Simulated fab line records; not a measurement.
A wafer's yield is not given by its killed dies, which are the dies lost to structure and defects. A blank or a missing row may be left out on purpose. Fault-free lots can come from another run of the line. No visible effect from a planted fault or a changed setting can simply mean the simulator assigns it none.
Which tool was responsible? || flow nand harc || 24 lots with 72 wafers sampled at 5 steps, on a route of 1302 steps

== WHAT THE GAUGES SHOWED, per wafer ==
NHARC_P_M1_INSPECT_11. Usual: raw defect count at 4.9, with a standard deviation of 2.6.
{"lot": "L074", "measured": "day 6 13:23", "on": "defect inspect-02", "raw defect count": "8 11 3", "flag": ""}
{"lot": "L075", "measured": "day 6 13:56", "on": "defect inspect-01", "raw defect count": "3 2 3", "flag": ""}
{"lot": "L076", "measured": "day 7 05:53", "on": "defect inspect-02", "raw defect count": "3 1 4", "flag": ""}
{"lot": "L077", "measured": "day 7 07:26", "on": "defect inspect-02", "raw defect count": "1 2 2", "flag": ""}
{"lot": "L078", "measured": "day 8 00:05", "on": "defect inspect-02", "raw defect count": "6 3 2", "flag": ""}
{"lot": "L079", "measured": "day 8 08:37", "on": "defect inspect-01", "raw defect count": "4 3 2", "flag": ""}
{"lot": "L080", "measured": "day 9 03:55", "on": "defect inspect-02", "raw defect count": "2 2 5", "flag": ""}
{"lot": "L081", "measured": "day 9 04:55", "on": "defect inspect-02", "raw defect count": "6 1 5", "flag": ""}
{"lot": "L082", "measured": "day 9 17:13", "on": "defect inspect-01", "raw defect count": "11 8 13", "flag": ""}
{"lot": "L083", "measured": "day 9 21:47", "on": "defect inspect-01", "raw defect count": "7 6 2", "flag": ""}
{"lot": "L084", "measured": "day 10 06:27", "on": "defect inspect-01", "raw defect count": "6 10 8", "flag": ""}
{"lot": "L085", "measured": "day 10 17:26", "on": "defect inspect-01", "raw defect count": "5 7 11", "flag": ""}
{"lot": "L086", "measured": "day 11 00:05", "on": "defect inspect-01", "raw defect count": "2 5 3", "flag": ""}
{"lot": "L087", "measured": "day 11 17:49", "on": "defect inspect-01", "raw defect count": "9 11 5", "flag": ""}
{"lot": "L088", "measured": "day 12 06:53", "on": "defect inspect-01", "raw defect count": "4 5 5", "flag": ""}
{"lot": "L089", "measured": "day 12 08:02", "on": "defect inspect-01", "raw defect count": "4 7 2", "flag": ""}
{"lot": "L090", "measured": "day 12 22:28", "on": "defect inspect-02", "raw defect count": "7 7 3", "flag": ""}
{"lot": "L091", "measured": "day 13 03:02", "on": "defect inspect-02", "raw defect count": "8 6 2", "flag": ""}
{"lot": "L092", "measured": "day 13 18:53", "on": "defect inspect-02", "raw defect count": "7 6 6", "flag": ""}
{"lot": "L093", "measured": "day 14 02:39", "on": "defect inspect-01", "raw defect count": "9 7 7", "flag": ""}
{"lot": "L094", "measured": "day 14 15:05", "on": "defect inspect-02", "raw defect count": "4 4 6", "flag": ""}
{"lot": "L095", "measured": "day 15 13:32", "on": "defect inspect-02", "raw defect count": "4 2 3", "flag": ""}
{"lot": "L096", "measured": "day 15 15:46", "on": "defect inspect-02", "raw defect count": "2 3 7", "flag": ""}
{"lot": "L097", "measured": "day 16 01:16", "on": "defect inspect-02", "raw defect count": "6 5 11", "flag": ""}

NHARC_P_M1_INSPECT_27. Usual: raw defect count at 304, with a standard deviation of 140.
{"lot": "L074", "measured": "day 6 16:03", "on": "defect inspect-01", "raw defect count": "325 369 335", "flag": ""}
{"lot": "L075", "measured": "day 6 16:36", "on": "defect inspect-02", "raw defect count": "987 780 354", "flag": ""}
{"lot": "L076", "measured": "day 7 08:31", "on": "defect inspect-02", "raw defect count": "340 340 714", "flag": ""}
{"lot": "L077", "measured": "day 7 10:04", "on": "defect inspect-01", "raw defect count": "317 168 183", "flag": ""}
{"lot": "L078", "measured": "day 8 02:50", "on": "defect inspect-02", "raw defect count": "200 348 178", "flag": ""}
{"lot": "L079", "measured": "day 8 11:19", "on": "defect inspect-02", "raw defect count": "159 323 92", "flag": ""}
{"lot": "L080", "measured": "day 9 06:32", "on": "defect inspect-02", "raw defect count": "384 421 316", "flag": ""}
{"lot": "L081", "measured": "day 9 07:35", "on": "defect inspect-01", "raw defect count": "264 136 244", "flag": ""}
{"lot": "L082", "measured": "day 9 20:20", "on": "defect inspect-01", "raw defect count": "601 346 396", "flag": ""}
{"lot": "L083", "measured": "day 10 00:56", "on": "defect inspect-02", "raw defect count": "287 276 218", "flag": ""}
{"lot": "L084", "measured": "day 10 09:05", "on": "defect inspect-01", "raw defect count": "161 159 192", "flag": ""}
{"lot": "L085", "measured": "day 10 20:08", "on": "defect inspect-01", "raw defect count": "499 388 324", "flag": ""}
{"lot": "L086", "measured": "day 11 02:48", "on": "defect inspect-01", "raw defect count": "182 141 288", "flag": ""}
{"lot": "L087", "measured": "day 11 20:31", "on": "defect inspect-02", "raw defect count": "190 123 166", "flag": ""}
{"lot": "L088", "measured": "day 12 09:31", "on": "defect inspect-02", "raw defect count": "232 254 223", "flag": ""}
{"lot": "L089", "measured": "day 12 10:40", "on": "defect inspect-01", "raw defect count": "183 246 297", "flag": ""}
{"lot": "L090", "measured": "day 13 01:08", "on": "defect inspect-02", "raw defect count": "368 357 274", "flag": ""}
{"lot": "L091", "measured": "day 13 05:40", "on": "defect inspect-01", "raw defect count": "302 380 306", "flag": ""}
{"lot": "L092", "measured": "day 13 21:32", "on": "defect inspect-01", "raw defect count": "201 180 133", "flag": ""}
{"lot": "L093", "measured": "day 14 05:17", "on": "defect inspect-01", "raw defect count": "391 378 350", "flag": ""}
{"lot": "L094", "measured": "day 14 17:43", "on": "defect inspect-01", "raw defect count": "379 564 479", "flag": ""}
{"lot": "L095", "measured": "day 15 16:13", "on": "defect inspect-01", "raw defect count": "343 283 716", "flag": ""}
{"lot": "L096", "measured": "day 15 18:31", "on": "defect inspect-02", "raw defect count": "160 352 158", "flag": ""}
{"lot": "L097", "measured": "day 16 04:12", "on": "defect inspect-02", "raw defect count": "259 285 414", "flag": ""}

NHARC_P_BONDPAD_CD_MEAS_13. Usual: cd nm at 501.5 nm, with a standard deviation of 2.7.
{"lot": "L074", "measured": "day 6 22:39", "on": "cd sem-01", "cd nm (nm)": "504.9 503.2 500.3", "flag": ""}
{"lot": "L075", "measured": "day 6 23:26", "on": "cd sem-01", "cd nm (nm)": "499.6 499.9 501.6", "flag": ""}
{"lot": "L076", "measured": "day 7 14:43", "on": "cd sem-03", "cd nm (nm)": "503.5 505.3 503.5", "flag": ""}
{"lot": "L077", "measured": "day 7 16:31", "on": "cd sem-02", "cd nm (nm)": "500.6 504.8 504.6", "flag": ""}
{"lot": "L078", "measured": "day 8 09:43", "on": "cd sem-01", "cd nm (nm)": "499.0 497.2 501.0", "flag": ""}
{"lot": "L079", "measured": "day 8 17:43", "on": "cd sem-01", "cd nm (nm)": "500.8 499.0 500.7", "flag": ""}
{"lot": "L080", "measured": "day 9 14:34", "on": "cd sem-02", "cd nm (nm)": "505.5 503.3 500.5", "flag": ""}
{"lot": "L081", "measured": "day 9 14:24", "on": "cd sem-02", "cd nm (nm)": "503.9 503.7 502.7", "flag": ""}
{"lot": "L082", "measured": "day 10 03:31", "on": "cd sem-03", "cd nm (nm)": "501.4 501.0 501.7", "flag": ""}
{"lot": "L083", "measured": "day 10 07:26", "on": "cd sem-01", "cd nm (nm)": "498.5 501.1 501.1", "flag": ""}
{"lot": "L084", "measured": "day 10 15:28", "on": "cd sem-02", "cd nm (nm)": "497.6 504.7 503.9", "flag": ""}
{"lot": "L085", "measured": "day 11 02:28", "on": "cd sem-02", "cd nm (nm)": "505.7 505.2 500.5", "flag": ""}
{"lot": "L086", "measured": "day 11 09:14", "on": "cd sem-01", "cd nm (nm)": "499.8 499.3 498.3", "flag": ""}
{"lot": "L087", "measured": "day 12 03:00", "on": "cd sem-02", "cd nm (nm)": "500.6 501.0 500.5", "flag": ""}
{"lot": "L088", "measured": "day 12 16:02", "on": "cd sem-03", "cd nm (nm)": "501.7 503.2 504.6", "flag": ""}
{"lot": "L089", "measured": "day 12 17:14", "on": "cd sem-01", "cd nm (nm)": "497.0 500.0 497.9", "flag": ""}
{"lot": "L090", "measured": "day 13 07:29", "on": "cd sem-03", "cd nm (nm)": "499.2 497.7 496.8", "flag": ""}
{"lot": "L091", "measured": "day 13 12:19", "on": "cd sem-01", "cd nm (nm)": "505.2 498.4 502.3", "flag": ""}
{"lot": "L092", "measured": "day 14 04:23", "on": "cd sem-01", "cd nm (nm)": "504.3 500.0 504.8", "flag": ""}
{"lot": "L093", "measured": "day 14 11:49", "on": "cd sem-02", "cd nm (nm)": "499.6 500.1 501.8", "flag": ""}
{"lot": "L094", "measured": "day 15 00:17", "on": "cd sem-01", "cd nm (nm)": "505.4 499.4 498.7", "flag": ""}
{"lot": "L095", "measured": "day 15 22:35", "on": "cd sem-01", "cd nm (nm)": "502.0 505.3 502.2", "flag": ""}
{"lot": "L096", "measured": "day 16 01:05", "on": "cd sem-01", "cd nm (nm)": "502.3 499.2 500.2", "flag": ""}
{"lot": "L097", "measured": "day 16 10:45", "on": "cd sem-03", "cd nm (nm)": "504.7 507.3 498.3", "flag": ""}

== WHAT TOOL EACH LOT RAN ON (gives the tool, then ch and the chambers of the sampled wafers, and finally the start) ==
{"lot": "L074", "NHARC_P_M0_PRE_CLEAN_31": "pecvd-04 ch 0,1,2, day 6 11:58", "NHARC_P_M1_ETCH_28": "rie diel-10 ch 0,1, day 6 16:03 or earlier"}
{"lot": "L075", "NHARC_P_M0_PRE_CLEAN_31": "pecvd-04 ch 0,1,2, day 6 12:38", "NHARC_P_M1_ETCH_28": "rie diel-10 ch 0,1,3, day 6 16:36 or earlier"}
{"lot": "L076", "NHARC_P_M0_PRE_CLEAN_31": "pecvd-03 ch 0,1, day 7 04:27", "NHARC_P_M1_ETCH_28": "rie diel-11 ch 0,1,3, day 7 08:31 or earlier"}
{"lot": "L077", "NHARC_P_M0_PRE_CLEAN_31": "pecvd-01 ch 0,1, day 7 06:08", "NHARC_P_M1_ETCH_28": "rie diel-11 ch 0,1,3, day 7 10:04 or earlier"}
{"lot": "L078", "NHARC_P_M0_PRE_CLEAN_31": "pecvd-03 ch 0,1, day 7 22:39", "NHARC_P_M1_ETCH_28": "rie diel-10 ch 1,2,3, day 8 02:50 or earlier"}
{"lot": "L079", "NHARC_P_M0_PRE_CLEAN_31": "pecvd-01 ch 0,2, day 8 07:11", "NHARC_P_M1_ETCH_28": "rie diel-09 ch 1,2,3, day 8 11:19 or earlier"}
{"lot": "L080", "NHARC_P_M0_PRE_CLEAN_31": "pecvd-04 ch 0,1,2, day 9 02:37", "NHARC_P_M1_ETCH_28": "rie diel-09 ch 0,3, day 9 06:32 or earlier"}
{"lot": "L081", "NHARC_P_M0_PRE_CLEAN_31": "pecvd-04 ch 0,1,2, day 9 03:22", "NHARC_P_M1_ETCH_28": "rie diel-09 ch 2,3, day 9 07:35 or earlier"}
{"lot": "L082", "NHARC_P_M0_PRE_CLEAN_31": "pecvd-03 ch 0,2, day 9 15:44", "NHARC_P_M1_ETCH_28": "rie diel-09 ch 1,3, day 9 20:20 or earlier"}
{"lot": "L083", "NHARC_P_M0_PRE_CLEAN_31": "pecvd-01 ch 0,1, day 9 20:19", "NHARC_P_M1_ETCH_28": "rie diel-09 ch 0,1,2, day 10 00:56 or earlier"}
{"lot": "L084", "NHARC_P_M0_PRE_CLEAN_31": "pecvd-03 ch 0,2, day 10 05:01", "NHARC_P_M1_ETCH_28": "rie diel-11 ch 1,2, day 10 09:05 or earlier"}
{"lot": "L085", "NHARC_P_M0_PRE_CLEAN_31": "pecvd-03 ch 0,1,2, day 10 16:01", "NHARC_P_M1_ETCH_28": "rie diel-09 ch 0,2,3, day 10 20:08 or earlier"}
{"lot": "L086", "NHARC_P_M0_PRE_CLEAN_31": "pecvd-04 ch 1,2, day 10 22:39", "NHARC_P_M1_ETCH_28": "rie diel-09 ch 0,3, day 11 02:48 or earlier"}
{"lot": "L087", "NHARC_P_M0_PRE_CLEAN_31": "pecvd-04 ch 0,2, day 11 16:23", "NHARC_P_M1_ETCH_28": "rie diel-10 ch 0,1,3, day 11 20:31 or earlier"}
{"lot": "L088", "NHARC_P_M0_PRE_CLEAN_31": "pecvd-03 ch 0,1,2, day 12 05:34", "NHARC_P_M1_ETCH_28": "rie diel-09 ch 0,2,3, day 12 09:31 or earlier"}
{"lot": "L089", "NHARC_P_M0_PRE_CLEAN_31": "pecvd-03 ch 0,2, day 12 06:36", "NHARC_P_M1_ETCH_28": "rie diel-09 ch 1,2,3, day 12 10:40 or earlier"}
{"lot": "L090", "NHARC_P_M0_PRE_CLEAN_31": "pecvd-03 ch 0,2, day 12 21:02", "NHARC_P_M1_ETCH_28": "rie diel-09 ch 1,2,3, day 13 01:08 or earlier"}
{"lot": "L091", "NHARC_P_M0_PRE_CLEAN_31": "pecvd-03 ch 0,2, day 13 01:36", "NHARC_P_M1_ETCH_28": "rie diel-09 ch 0,1,3, day 13 05:40 or earlier"}
{"lot": "L092", "NHARC_P_M0_PRE_CLEAN_31": "pecvd-01 ch 0,1,2, day 13 17:36", "NHARC_P_M1_ETCH_28": "rie diel-09 ch 0,2,3, day 13 21:32 or earlier"}
{"lot": "L093", "NHARC_P_M0_PRE_CLEAN_31": "pecvd-03 ch 0,1, day 14 01:13", "NHARC_P_M1_ETCH_28": "rie diel-10 ch 0,1,3, day 14 05:17 or earlier"}
{"lot": "L094", "NHARC_P_M0_PRE_CLEAN_31": "pecvd-03 ch 0,1, day 14 13:38", "NHARC_P_M1_ETCH_28": "rie diel-11 ch 1,2,3, day 14 17:43 or earlier"}
{"lot": "L095", "NHARC_P_M0_PRE_CLEAN_31": "pecvd-03 ch 0,1,2, day 15 12:03", "NHARC_P_M1_ETCH_28": "rie diel-11 ch 0,1,2, day 15 16:13 or earlier"}
{"lot": "L096", "NHARC_P_M0_PRE_CLEAN_31": "pecvd-01 ch 0,1,2, day 15 14:19", "NHARC_P_M1_ETCH_28": "rie diel-09 ch 0,2,3, day 15 18:31 or earlier"}
{"lot": "L097", "NHARC_P_M0_PRE_CLEAN_31": "pecvd-01 ch 0,1,2, day 15 23:56", "NHARC_P_M1_ETCH_28": "rie diel-10 ch 0,1,2, day 16 04:12 or earlier"}
- NHARC_P_M0_PRE_CLEAN_31: time 12 s.
- NHARC_P_M1_ETCH_28: etches the open film in CF4/N2, target depth 30 nm, time 72.99 s.

== AS READ BY THE TOOLS THEMSELVES (means over the sampled wafers that have a number; for cases with no such wafer, the mark the record gives instead) ==
NHARC_P_M0_PRE_CLEAN_31. Usual: heater power w at 648 W, with a standard deviation of 87.
{"lot": "L074", "tool": "pecvd-04", "heater power w (W)": 686, "flag": ""}
{"lot": "L075", "tool": "pecvd-04", "heater power w (W)": 699, "flag": ""}
{"lot": "L076", "tool": "pecvd-03", "heater power w (W)": 539, "flag": ""}
{"lot": "L077", "tool": "pecvd-01", "heater power w (W)": 601, "flag": ""}
{"lot": "L078", "tool": "pecvd-03", "heater power w (W)": 576, "flag": ""}
{"lot": "L079", "tool": "pecvd-01", "heater power w (W)": 643, "flag": ""}
{"lot": "L080", "tool": "pecvd-04", "heater power w (W)": 723, "flag": ""}
{"lot": "L081", "tool": "pecvd-04", "heater power w (W)": 711, "flag": ""}
{"lot": "L082", "tool": "pecvd-03", "heater power w (W)": 617, "flag": ""}
{"lot": "L083", "tool": "pecvd-01", "heater power w (W)": 589, "flag": ""}
{"lot": "L084", "tool": "pecvd-03", "heater power w (W)": 605, "flag": ""}
{"lot": "L085", "tool": "pecvd-03", "heater power w (W)": 604, "flag": ""}
{"lot": "L086", "tool": "pecvd-04", "heater power w (W)": 613, "flag": ""}
{"lot": "L087", "tool": "pecvd-04", "heater power w (W)": 648, "flag": ""}
{"lot": "L088", "tool": "pecvd-03", "heater power w (W)": 602, "flag": ""}
{"lot": "L089", "tool": "pecvd-03", "heater power w (W)": 664, "flag": ""}
{"lot": "L090", "tool": "pecvd-03", "heater power w (W)": 665, "flag": ""}
{"lot": "L091", "tool": "pecvd-03", "heater power w (W)": 604, "flag": ""}
{"lot": "L092", "tool": "pecvd-01", "heater power w (W)": 693, "flag": ""}
{"lot": "L093", "tool": "pecvd-03", "heater power w (W)": 580, "flag": ""}
{"lot": "L094", "tool": "pecvd-03", "heater power w (W)": 561, "flag": ""}
{"lot": "L095", "tool": "pecvd-03", "heater power w (W)": 579, "flag": ""}
{"lot": "L096", "tool": "pecvd-01", "heater power w (W)": 731, "flag": ""}
{"lot": "L097", "tool": "pecvd-01", "heater power w (W)": 736, "flag": ""}

NHARC_P_M1_ETCH_28. Usual: drypump motor current A 5.5 A, standard deviation 0.44; n2 flow sccm 100.0 sccm, standard deviation 0.3; oes product au 1.006 a.u., standard deviation 0.015; rf vpp V 314.4 V, standard deviation 2.1; showerhead plenum p Torr 2.64 Torr, standard deviation 0.12; throttle valve pct 19.794 %, standard deviation 0.01.
{"lot": "L074", "tool": "rie diel-10", "drypump motor current A (A)": 5.9, "n2 flow sccm (sccm)": 100.1, "oes product au (a.u.)": 0.989, "rf vpp V (V)": 313.7, "showerhead plenum p Torr (Torr)": 2.65, "throttle valve pct (%)": 19.797, "flag": ""}
{"lot": "L075", "tool": "rie diel-10", "drypump motor current A (A)": 5.6, "n2 flow sccm (sccm)": 100.3, "oes product au (a.u.)": 1.012, "rf vpp V (V)": 314.1, "showerhead plenum p Torr (Torr)": 2.62, "throttle valve pct (%)": 19.794, "flag": ""}
{"lot": "L076", "tool": "rie diel-11", "drypump motor current A (A)": 5.8, "n2 flow sccm (sccm)": 100.0, "oes product au (a.u.)": 1.004, "rf vpp V (V)": 314.8, "showerhead plenum p Torr (Torr)": 2.65, "throttle valve pct (%)": 19.801, "flag": ""}
{"lot": "L077", "tool": "rie diel-11", "drypump motor current A (A)": 5.8, "n2 flow sccm (sccm)": 99.9, "oes product au (a.u.)": 1.000, "rf vpp V (V)": 315.6, "showerhead plenum p Torr (Torr)": 2.65, "throttle valve pct (%)": 19.783, "flag": ""}
{"lot": "L078", "tool": "rie diel-10", "drypump motor current A (A)": 5.6, "n2 flow sccm (sccm)": 100.0, "oes product au (a.u.)": 1.013, "rf vpp V (V)": 313.7, "showerhead plenum p Torr (Torr)": 2.55, "throttle valve pct (%)": 19.779, "flag": ""}
{"lot": "L079", "tool": "rie diel-09", "drypump motor current A (A)": 5.2, "n2 flow sccm (sccm)": 99.9, "oes product au (a.u.)": 1.006, "rf vpp V (V)": 315.4, "showerhead plenum p Torr (Torr)": 2.69, "throttle valve pct (%)": 19.795, "flag": ""}
{"lot": "L080", "tool": "rie diel-09", "drypump motor current A (A)": 5.4, "n2 flow sccm (sccm)": 100.2, "oes product au (a.u.)": 1.022, "rf vpp V (V)": 314.1, "showerhead plenum p Torr (Torr)": 2.63, "throttle valve pct (%)": 19.792, "flag": ""}
{"lot": "L081", "tool": "rie diel-09", "drypump motor current A (A)": 5.3, "n2 flow sccm (sccm)": 100.1, "oes product au (a.u.)": 1.001, "rf vpp V (V)": 313.5, "showerhead plenum p Torr (Torr)": 2.60, "throttle valve pct (%)": 19.786, "flag": ""}
{"lot": "L082", "tool": "rie diel-09", "drypump motor current A (A)": 5.1, "n2 flow sccm (sccm)": 99.8, "oes product au (a.u.)": 1.008, "rf vpp V (V)": 317.4, "showerhead plenum p Torr (Torr)": 2.78, "throttle valve pct (%)": 19.795, "flag": ""}
{"lot": "L083", "tool": "rie diel-09", "drypump motor current A (A)": 5.2, "n2 flow sccm (sccm)": 100.1, "oes product au (a.u.)": 1.003, "rf vpp V (V)": 314.5, "showerhead plenum p Torr (Torr)": 2.61, "throttle valve pct (%)": 19.797, "flag": ""}
{"lot": "L084", "tool": "rie diel-11", "drypump motor current A (A)": 6.1, "n2 flow sccm (sccm)": 100.0, "oes product au (a.u.)": 0.982, "rf vpp V (V)": 316.5, "showerhead plenum p Torr (Torr)": 2.77, "throttle valve pct (%)": 19.810, "flag": ""}
{"lot": "L085", "tool": "rie diel-09", "drypump motor current A (A)": 5.3, "n2 flow sccm (sccm)": 100.0, "oes product au (a.u.)": 1.011, "rf vpp V (V)": 314.6, "showerhead plenum p Torr (Torr)": 2.62, "throttle valve pct (%)": 19.796, "flag": ""}
{"lot": "L086", "tool": "rie diel-09", "drypump motor current A (A)": 5.4, "n2 flow sccm (sccm)": 99.7, "oes product au (a.u.)": 1.024, "rf vpp V (V)": 314.2, "showerhead plenum p Torr (Torr)": 2.63, "throttle valve pct (%)": 19.790, "flag": ""}
{"lot": "L087", "tool": "rie diel-10", "drypump motor current A (A)": 5.6, "n2 flow sccm (sccm)": 100.0, "oes product au (a.u.)": 1.005, "rf vpp V (V)": 313.7, "showerhead plenum p Torr (Torr)": 2.61, "throttle valve pct (%)": 19.789, "flag": ""}
{"lot": "L088", "tool": "rie diel-09", "drypump motor current A (A)": 5.3, "n2 flow sccm (sccm)": 100.1, "oes product au (a.u.)": 1.022, "rf vpp V (V)": 313.4, "showerhead plenum p Torr (Torr)": 2.62, "throttle valve pct (%)": 19.793, "flag": ""}
{"lot": "L089", "tool": "rie diel-09", "drypump motor current A (A)": 5.2, "n2 flow sccm (sccm)": 100.0, "oes product au (a.u.)": 1.010, "rf vpp V (V)": 315.3, "showerhead plenum p Torr (Torr)": 2.69, "throttle valve pct (%)": 19.786, "flag": ""}
{"lot": "L090", "tool": "rie diel-09", "drypump motor current A (A)": 5.2, "n2 flow sccm (sccm)": 100.2, "oes product au (a.u.)": 1.008, "rf vpp V (V)": 315.7, "showerhead plenum p Torr (Torr)": 2.69, "throttle valve pct (%)": 19.802, "flag": ""}
{"lot": "L091", "tool": "rie diel-09", "drypump motor current A (A)": 5.2, "n2 flow sccm (sccm)": 100.4, "oes product au (a.u.)": 1.018, "rf vpp V (V)": 314.9, "showerhead plenum p Torr (Torr)": 2.71, "throttle valve pct (%)": 19.787, "flag": ""}
{"lot": "L092", "tool": "rie diel-09", "drypump motor current A (A)": 5.3, "n2 flow sccm (sccm)": 100.1, "oes product au (a.u.)": 1.014, "rf vpp V (V)": 314.0, "showerhead plenum p Torr (Torr)": 2.62, "throttle valve pct (%)": 19.798, "flag": ""}
{"lot": "L093", "tool": "rie diel-10", "drypump motor current A (A)": 5.6, "n2 flow sccm (sccm)": 100.0, "oes product au (a.u.)": 1.009, "rf vpp V (V)": 313.9, "showerhead plenum p Torr (Torr)": 2.60, "throttle valve pct (%)": 19.788, "flag": ""}
{"lot": "L094", "tool": "rie diel-11", "drypump motor current A (A)": 6.1, "n2 flow sccm (sccm)": 100.0, "oes product au (a.u.)": 0.984, "rf vpp V (V)": 316.3, "showerhead plenum p Torr (Torr)": 2.72, "throttle valve pct (%)": 19.786, "flag": ""}
{"lot": "L095", "tool": "rie diel-11", "drypump motor current A (A)": 5.9, "n2 flow sccm (sccm)": 99.7, "oes product au (a.u.)": 0.990, "rf vpp V (V)": 315.6, "showerhead plenum p Torr (Torr)": 2.70, "throttle valve pct (%)": 19.787, "flag": ""}
{"lot": "L096", "tool": "rie diel-09", "drypump motor current A (A)": 5.3, "n2 flow sccm (sccm)": 99.9, "oes product au (a.u.)": 1.002, "rf vpp V (V)": 314.2, "showerhead plenum p Torr (Torr)": 2.62, "throttle valve pct (%)": 19.794, "flag": ""}
{"lot": "L097", "tool": "rie diel-10", "drypump motor current A (A)": 5.9, "n2 flow sccm (sccm)": 100.2, "oes product au (a.u.)": 0.994, "rf vpp V (V)": 312.5, "showerhead plenum p Torr (Torr)": 2.56, "throttle valve pct (%)": 19.800, "flag": ""}

== THE ANSWER, worked out from the rows above alone ==
Rule: take the mean of a lot's wafers that have a number; if it is more than 3 standard deviations from the usual mean, the lot is off. Also off: a lot with no number at a reading for which 4 or more lots have one. Where the step has rows for the other lots, those lots are counted as sound. After the gauges, taken in route order, come the tools' own readings; for these a lot's mean is taken, as printed above. The first step at which some lot is off is used, and at that step the reading that is off furthest; a lot without a number counts as furthest.
Nothing can be told from this: no lot is off at any reading shown.

== WHAT HAD BEEN PUT IN BY THE SIMULATOR ==
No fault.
